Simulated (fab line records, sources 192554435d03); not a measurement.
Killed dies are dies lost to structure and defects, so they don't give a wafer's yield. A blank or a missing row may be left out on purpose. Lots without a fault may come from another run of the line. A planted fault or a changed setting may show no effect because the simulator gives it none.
Split-lot experiment | flow n5_finfet | 7 lots, 21 wafers read, on a route of 1938 steps

THE SPLIT
At N5_WELL_APT_COAT_02 (resist thk 950 nm), the setting spin_rpm was moved away from the recipe's 1357 rpm on 11 of the 21 wafers read, by -8.0% to +11.0%. The other wafers ran this setting at the recipe's value.

The reading is taken at the split's own step.

THE READING
coat_of_WELL_APT_COAT_02.thk_nm (the simulator's own value, which no gauge read), in nm, at N5_WELL_APT_COAT_02 (resist thk 950 nm). The file gives no usual value for it. The 10 wafers here that ran the recipe average 951.1 nm, standard deviation 2.5 nm.

wafer  | tool, chamber at the split | spin_rpm as run, rpm | against the recipe | coat_of_WELL_APT_COAT_02.thk_nm, nm | against lot-mates on the recipe
L074.2 | litho_track-05, 0          | 1357                 | recipe             | 946.8                               | -
L074.3 | litho_track-05, 0          | 1258                 | -7.3%              | 987.4                               | +40.6
L074.6 | litho_track-05, 0          | 1258                 | -7.3%              | 986.1                               | +39.3
L075.3 | litho_track-05, 0          | 1357                 | recipe             | 949.5                               | -
L075.4 | litho_track-05, 0          | 1284                 | -5.4%              | 975.9                               | +25.8
L075.6 | litho_track-05, 0          | 1357                 | recipe             | 950.7                               | -
L083.3 | litho_track-04, 0          | 1449                 | +6.8%              | 923.8                               | -31.6
L083.4 | litho_track-04, 0          | 1357                 | recipe             | 955.4                               | -
L083.5 | litho_track-04, 0          | 1449                 | +6.8%              | 924.7                               | -30.7
L086.1 | litho_track-04, 0          | 1248                 | -8.0%              | 997.2                               | +44.9
L086.2 | litho_track-04, 0          | 1248                 | -8.0%              | 993.2                               | +40.9
L086.4 | litho_track-04, 0          | 1357                 | recipe             | 952.3                               | -
L087.4 | litho_track-04, 0          | 1488                 | +9.7%              | 910.3                               | -42.3
L087.5 | litho_track-04, 0          | 1488                 | +9.7%              | 910.4                               | -42.2
L087.6 | litho_track-04, 0          | 1357                 | recipe             | 952.6                               | -
L091.2 | litho_track-05, 0          | 1506                 | +11.0%             | 901.9                               | -51.3
L091.3 | litho_track-05, 0          | 1357                 | recipe             | 953.2                               | -
L091.5 | litho_track-05, 0          | 1506                 | +11.0%             | 904                                 | -49.2
L093.3 | litho_track-04, 0          | 1357                 | recipe             | 949.5                               | -
L093.5 | litho_track-04, 0          | 1357                 | recipe             | 948.3                               | -
L093.6 | litho_track-04, 0          | 1357                 | recipe             | 952.8                               | -

THE FIT
A straight line over all 21 wafers: coat_of_WELL_APT_COAT_02.thk_nm changes by -4.6 nm for each +1% of spin_rpm; r = -0.99; the points scatter about the line by 3.1 nm.
The same after taking each lot's own level away (the mean of its wafers on the recipe; 21 wafers): -4.83 nm for each +1%; r = -1.00; scatter 2.3 nm.
On that fit, the largest move of spin_rpm shifts the reading by 53 nm.
The lots' own levels span 946.80 to 955.40 nm, that is 3.5 times the standard deviation above.
So the lot-to-lot level changes the slope little: the two slopes agree.
Check: with one of the wafers moved furthest among these (+11.0%) left out of the fit, the line predicts -51.3 nm for it against its lot-mates. It came out at -51.3 nm against them.

OTHER SPLITS ON THESE WAFERS
These wafers also went through other splits before the reading. Each is held against what the fit with the lots' levels taken away leaves over:
other split on the same wafers          | wafers away from the commonest value | r with coat_of_WELL_APT_COAT_02.thk_nm (lot level and that fit taken away)
N5_ZERO_LAYER_DEVELOP_10 develop_time_s | 7                                    | -0.22

THE FILE'S OWN FIT
coat_of_WELL_APT_COAT_02.thk_nm changes by -4.79 nm for each +1% of spin_rpm, r = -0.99.
